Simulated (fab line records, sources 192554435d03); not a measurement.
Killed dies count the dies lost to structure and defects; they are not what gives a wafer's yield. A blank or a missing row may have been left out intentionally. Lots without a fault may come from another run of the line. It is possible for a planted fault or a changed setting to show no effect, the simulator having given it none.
Split-lot study | flow n5 finfet | 39 wafers read from 7 lots, route of 1938 steps

== SPLIT DETAILS ==
At N5_MOL_CONTACT_COAG_ALD_27 (deposits SiOC, target thk 17 nm, pulse time 1.5 s, time 2720 s), the setting ald cycles was moved away from the recipe's 340 on 9 of the 39 wafers read, by -39.4% to +53.5%. This setting was run at the recipe's value on the other wafers.

The reading comes from the split's own step.

== THE READING ==
SiOC_of_MOL_CONTACT_COAG_ALD_27.thk nm (the simulator's own value, which no gauge read), in nm, at N5_MOL_CONTACT_COAG_ALD_27 (deposits SiOC, target thk 17 nm, pulse time 1.5 s, time 2720 s). The file does not state a usual value for it. Average 17.0 nm, standard deviation 0.1 nm, over the 30 wafers here run with the recipe.

wafer  | tool, chamber at the split | ald cycles as run | against the recipe | SiOC_of_MOL_CONTACT_COAG_ALD_27.thk nm, nm | against lot-mates on the recipe
L076.1 | ald sin-02, 1              | 340               | recipe             | 16.8                                       | -
L076.2 | ald sin-02, 2,3,3          | 392               | +15.3%             | 19.6                                       | +2.7
L076.3 | ald sin-02, 2,3,3          | 392               | +15.3%             | 19.6                                       | +2.7
L076.6 | ald sin-02, 2,3,3          | 392               | +15.3%             | 19.6                                       | +2.7
L076.4 | ald sin-02, 0              | 340               | recipe             | 17                                         | -
L076.5 | ald sin-02, 0              | 340               | recipe             | 17                                         | -
L081.1 | ald sin-04, 3,1,2,0        | 340               | recipe             | 17                                         | -
L081.2 | ald sin-04, 3,1,2,0        | 340               | recipe             | 17                                         | -
L081.3 | ald sin-04, 3,1,2,0        | 340               | recipe             | 17                                         | -
L081.6 | ald sin-04, 3,1,2,0        | 340               | recipe             | 17                                         | -
L081.4 | ald sin-04, 0              | 340               | recipe             | 16.8                                       | -
L081.5 | ald sin-04, 1              | 340               | recipe             | 17.2                                       | -
L082.1 | ald sin-04, 1,0            | 206               | -39.4%             | 10.2                                       | -6.7
L082.4 | ald sin-04, 1,0            | 206               | -39.4%             | 10.2                                       | -6.7
L082.2 | ald sin-04, 2              | 206               | -39.4%             | 10.4                                       | -6.5
L082.3 | ald sin-04, 3              | 340               | recipe             | 17                                         | -
L082.5 | ald sin-04, 3              | 340               | recipe             | 17                                         | -
L082.6 | ald sin-04, 0              | 340               | recipe             | 16.8                                       | -
L085.1 | ald sin-02, 3,0            | 340               | recipe             | 17.2                                       | -
L085.2 | ald sin-02, 3,0            | 340               | recipe             | 17.2                                       | -
L085.3 | ald sin-02, 2,1,2,3        | 340               | recipe             | 17                                         | -
L085.4 | ald sin-02, 2,1,2,3        | 340               | recipe             | 17                                         | -
L085.5 | ald sin-02, 2,1,2,3        | 340               | recipe             | 17                                         | -
L085.6 | ald sin-02, 2,1,2,3        | 340               | recipe             | 17                                         | -
L091.3 | ald sin-01, 1,1,2          | 340               | recipe             | 17                                         | -
L091.5 | ald sin-01, 1,1,2          | 340               | recipe             | 17                                         | -
L091.6 | ald sin-01, 1,1,2          | 340               | recipe             | 17                                         | -
L094.1 | ald sin-02, 3              | 340               | recipe             | 16.8                                       | -
L094.2 | ald sin-02, 1,3            | 522               | +53.5%             | 26.2                                       | +9.3
L094.6 | ald sin-02, 1,3            | 522               | +53.5%             | 26.2                                       | +9.3
L094.3 | ald sin-02, 0,2            | 340               | recipe             | 17                                         | -
L094.4 | ald sin-02, 0,2            | 340               | recipe             | 17                                         | -
L094.5 | ald sin-02, 0              | 522               | +53.5%             | 26                                         | +9.1
L095.1 | ald sin-01, 3,0,2,2,1      | 340               | recipe             | 17                                         | -
L095.2 | ald sin-01, 3,0,2,2,1      | 340               | recipe             | 17                                         | -
L095.3 | ald sin-01, 3,0,2,2,1      | 340               | recipe             | 17                                         | -
L095.5 | ald sin-01, 3,0,2,2,1      | 340               | recipe             | 17                                         | -
L095.6 | ald sin-01, 3,0,2,2,1      | 340               | recipe             | 17                                         | -
L095.4 | ald sin-01, 1              | 340               | recipe             | 16.8                                       | -
Where a row lists several chambers, the file gives one row for several wafers and doesn't say which wafer went through which chamber.

FIT RESULTS
A straight line over all 39 wafers: SiOC_of_MOL_CONTACT_COAG_ALD_27.thk nm changes by +0.171 nm for each +1% of ald cycles; r = +1.00; the points scatter about the line by 0.1 nm.
The same after taking each lot's own level away (the mean of its wafers on the recipe; 39 wafers): +0.171 nm for each +1%; r = +1.00; scatter 0.094 nm.
That fit puts the effect of the largest move of ald cycles on the reading at 9.2 nm.
The span of the lots' own levels, 16.93 to 17.07 nm, comes to 1.3 times the standard deviation stated above.
Consequently the slope shifts little with the lot-to-lot level, the two slopes agreeing.
Check: for one of the wafers moved furthest among these (+53.5%), held out of the fit, the line's prediction against its lot-mates is +9.14 nm. It came out at +9.27 nm against them.

== THESE WAFERS: OTHER SPLITS ==
Note: prior to the reading, these wafers also went through further splits. Each is held against what the fit with the lots' levels taken away leaves over:
other split on the same wafers               | wafers away from the commonest value | r with SiOC_of_MOL_CONTACT_COAG_ALD_27.thk nm (lot level and that fit taken away)
N5_STI_FIN_REVEAL_ETCHBACK_08 target depth a | 15                                   | +0.08
N5_SD_EPI_N_DESCUM_14 time s                 | 18                                   | +0.03

== THE FILE'S OWN FIT ==
SiOC_of_MOL_CONTACT_COAG_ALD_27.thk nm changes by +0.171 nm for each +1% of ald cycles, r = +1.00.
